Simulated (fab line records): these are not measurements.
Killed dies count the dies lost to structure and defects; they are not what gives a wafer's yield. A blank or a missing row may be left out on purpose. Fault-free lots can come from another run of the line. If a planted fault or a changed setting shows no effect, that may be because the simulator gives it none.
Lot-split experiment | flow n5Finfet | route with 1938 steps; 7 lots, 39 wafers read

## THE SPLIT ITSELF
At N5_SDB_ALD_29 (deposits SiNx, target thk 30 nm, pulse time 1 s, ald cycles 600), the setting aldCycles was moved away from the recipe's 600 on 15 of the 39 wafers read, by +19.7% to +56.8%. The other wafers ran this setting at the recipe's value.

The reading is taken at the split's own step.

## THE READING
SiNx_of_SDB_ALD_29.thkNm (the simulator's own value, which no gauge read), in nm, at N5_SDB_ALD_29 (deposits SiNx, target thk 30 nm, pulse time 1 s, ald cycles 600). The file does not state a usual value for it. Here, 24 wafers ran the recipe; their average is 30.0 nm with a standard deviation of 0.14 nm.

wafer  | tool, chamber at the split | aldCycles as run | against the recipe | SiNx_of_SDB_ALD_29.thkNm, nm | against lot-mates on the recipe
L075.1 | aldSin-04, 3,2,0           | 600              | recipe             | 29.8                         | -
L075.2 | aldSin-04, 3,2,0           | 600              | recipe             | 29.8                         | -
L075.6 | aldSin-04, 3,2,0           | 600              | recipe             | 29.8                         | -
L082.1 | aldSin-01, 2,1,3           | 600              | recipe             | 30                           | -
L082.4 | aldSin-01, 2,1,3           | 600              | recipe             | 30                           | -
L082.5 | aldSin-01, 2,1,3           | 600              | recipe             | 30                           | -
L082.2 | aldSin-01, 3,0             | 600              | recipe             | 30.2                         | -
L082.3 | aldSin-01, 3,0             | 600              | recipe             | 30.2                         | -
L082.6 | aldSin-01, 2               | 600              | recipe             | 29.8                         | -
L083.1 | aldSin-02, 3,0,1           | 797              | +32.8%             | 39.8                         | +9.8
L083.2 | aldSin-02, 3,0,1           | 797              | +32.8%             | 39.8                         | +9.8
L083.4 | aldSin-02, 3,0,1           | 797              | +32.8%             | 39.8                         | +9.8
L083.3 | aldSin-02, 2,2,1           | 600              | recipe             | 30                           | -
L083.5 | aldSin-02, 2,2,1           | 600              | recipe             | 30                           | -
L083.6 | aldSin-02, 2,2,1           | 600              | recipe             | 30                           | -
L089.1 | aldSin-04, 0,1,3           | 600              | recipe             | 30                           | -
L089.2 | aldSin-04, 0,1,3           | 600              | recipe             | 30                           | -
L089.4 | aldSin-04, 0,1,3           | 600              | recipe             | 30                           | -
L089.3 | aldSin-04, 2,1             | 718              | +19.7%             | 36                           | +6.0
L089.5 | aldSin-04, 2,1             | 718              | +19.7%             | 36                           | +6.0
L089.6 | aldSin-04, 0               | 718              | +19.7%             | 35.8                         | +5.8
L092.1 | aldSin-01, 0,3,0           | 600              | recipe             | 30.2                         | -
L092.4 | aldSin-01, 0,3,0           | 600              | recipe             | 30.2                         | -
L092.6 | aldSin-01, 0,3,0           | 600              | recipe             | 30.2                         | -
L092.2 | aldSin-01, 1,2,3           | 728              | +21.3%             | 36.4                         | +6.2
L092.3 | aldSin-01, 1,2,3           | 728              | +21.3%             | 36.4                         | +6.2
L092.5 | aldSin-01, 1,2,3           | 728              | +21.3%             | 36.4                         | +6.2
L096.1 | aldSin-01, 0,2             | 941              | +56.8%             | 47                           | +17.0
L096.3 | aldSin-01, 0,2             | 941              | +56.8%             | 47                           | +17.0
L096.2 | aldSin-01, 1               | 941              | +56.8%             | 46.8                         | +16.8
L096.4 | aldSin-01, 3,3,0           | 600              | recipe             | 30                           | -
L096.5 | aldSin-01, 3,3,0           | 600              | recipe             | 30                           | -
L096.6 | aldSin-01, 3,3,0           | 600              | recipe             | 30                           | -
L097.1 | aldSin-04, 1,3,0           | 600              | recipe             | 29.8                         | -
L097.2 | aldSin-04, 1,3,0           | 600              | recipe             | 29.8                         | -
L097.3 | aldSin-04, 1,3,0           | 600              | recipe             | 29.8                         | -
L097.4 | aldSin-04, 1               | 824              | +37.3%             | 41.2                         | +11.4
L097.5 | aldSin-04, 3,0             | 824              | +37.3%             | 41                           | +11.2
L097.6 | aldSin-04, 3,0             | 824              | +37.3%             | 41                           | +11.2
The file does not say which wafer passed through which chamber wherever a row lists several chambers: such a row stands for several wafers.

THE FIT
A straight line over all 39 wafers: SiNx_of_SDB_ALD_29.thkNm changes by +0.298 nm for each +1% of aldCycles; r = +1.00; the points scatter about the line by 0.13 nm.
The same after taking each lot's own level away (the mean of its wafers on the recipe; 39 wafers): +0.299 nm for each +1%; r = +1.00; scatter 0.096 nm.
On that fit, the largest move of aldCycles shifts the reading by 17 nm.
From 29.80 to 30.20 nm: that is the span of the lots' own levels, equal to 2.8 times the standard deviation above.
The two slopes agree, so the slope changes little with the lot-to-lot level.
Check: +17 nm against its lot-mates is what the line predicts for one of the wafers moved furthest among these (+56.8%) when that wafer is left out of the fit. It came out at +17 nm against them.

## OTHER SPLITS ON THESE WAFERS
Note: prior to the reading, these wafers also went through further splits. Each is held against what the fit with the lots' levels taken away leaves over:
other split on the same wafers | wafers away from the commonest value | r with SiNx_of_SDB_ALD_29.thkNm (lot level and that fit taken away)
N5_ZERO_LAYER_PECVD_02 timeS   | 18                                   | -0.21
N5_FIN_SAQP_ETCH_65 timeS      | 15                                   | -0.05

## FILE'S OWN FIT
SiNx_of_SDB_ALD_29.thkNm changes by +0.299 nm for each +1% of aldCycles, r = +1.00.
